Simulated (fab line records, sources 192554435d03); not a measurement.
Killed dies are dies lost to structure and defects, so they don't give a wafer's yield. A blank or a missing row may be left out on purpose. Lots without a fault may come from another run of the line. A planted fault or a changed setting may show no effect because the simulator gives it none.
Problem report in the 8D (eight disciplines) form, filled by code | flow n5_finfet | the parts of the form that need people (team, actions taken, sign-off) are left out

1. THE PROBLEM
HK_THK at N5_HKMG_FIN_THK_MEAS_70 reads a mean of 1.256 nm on 6 wafers of 2 lots; wafers without a fault read 1.602 nm with a standard deviation of 0.017. That is -20 standard deviations from the usual mean.
The step: measures by xrf.
First seen on wafer L158.3, day 7 07:37, on film_metro-01. The record holds 27 wafers of 9 lots with a number at this step. Rule for "out", or "out of limits": more than 4 standard deviations from the usual mean. The other wafers with a number count as sound.

2. WHAT IT IS AND WHAT IT IS NOT
question                    | is                           | is not
which readings at this step | HK_THK                       | -
which lots                  | L158, L162                   | L149, L152, L153, L154, L163, L167, L170
which wafers of those lots  | all that have a number       | -
read on which gauges        | film_metro-01, film_metro-02 | -
when                        | from day 7 07:37             | up to then (12 sound wafers); but 9 sound wafers of L163, L167, L170 came after

3. SUSPECTS, AND WHAT RULES EACH OUT
Counting: a tool at a process step up to the reading stays a suspect if it ran every lot that is out and no sound lot after the first of them.
- the gauge at N5_HKMG_FIN_THK_MEAS_70: ruled out. The wafers that are out were read on 2 gauges (film_metro-01, film_metro-02).
- ald_hk-01 at N5_HKMG_FIN_HK_ALD_01 (deposits HfO2, target thk 1.6 nm, pulse time 3 s, purge time 3 s): kept. It ran every lot that is out, first L158 (day 7 03:51), and no sound lot after that; its last sound lot up to then is L154 (day 5 17:50).
Left after counting: ald_hk-01 at N5_HKMG_FIN_HK_ALD_01.

4. THE CAUSE (what the simulator had put in)
Site profile drift: ald_hk-01, from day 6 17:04 on, at N5_HKMG_FIN_HK_ALD_01. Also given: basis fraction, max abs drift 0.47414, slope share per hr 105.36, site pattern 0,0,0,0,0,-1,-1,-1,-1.
Counting left only this tool.

5. THE CHAIN OF EFFECTS, in route order
Each row: a reading whose mean over the struck wafers that have a number lies more than 3 standard deviations from the usual. Only readings for which the record gives a usual standard deviation are gone through. hours: the time from each lot's start at the first step in this table that gives one to its start at this step, as a median over the lots. sigmas: the change in usual standard deviations.
hours | step                    | reading | usual    | on struck wafers | change | sigmas
0     | N5_HKMG_FIN_THK_MEAS_70 | HK_THK  | 1.602 nm | 1.256            | -0.346 | -20
Later measuring or inspecting steps at which every struck wafer that the step has a row for has a number for every such reading, and none has moved that far: N5_BEOL_M4_RC_MEAS_101.

6. WHAT WOULD HAVE CAUGHT IT SOONER
In this record the first reading out of limits at a measuring or inspecting step was taken at day 7 07:37, 15 hours after the fault began at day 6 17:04.
Of the tool readings at N5_HKMG_FIN_HK_ALD_01 for which the record gives a usual standard deviation, none was out on any struck wafer, so an alarm limit of 4 standard deviations on them would not have fired.
Of the lots that are out (2), L162 began N5_HKMG_FIN_HK_ALD_01 on ald_hk-01 after day 7 07:37. A hold on the tool at that time would have spared it.
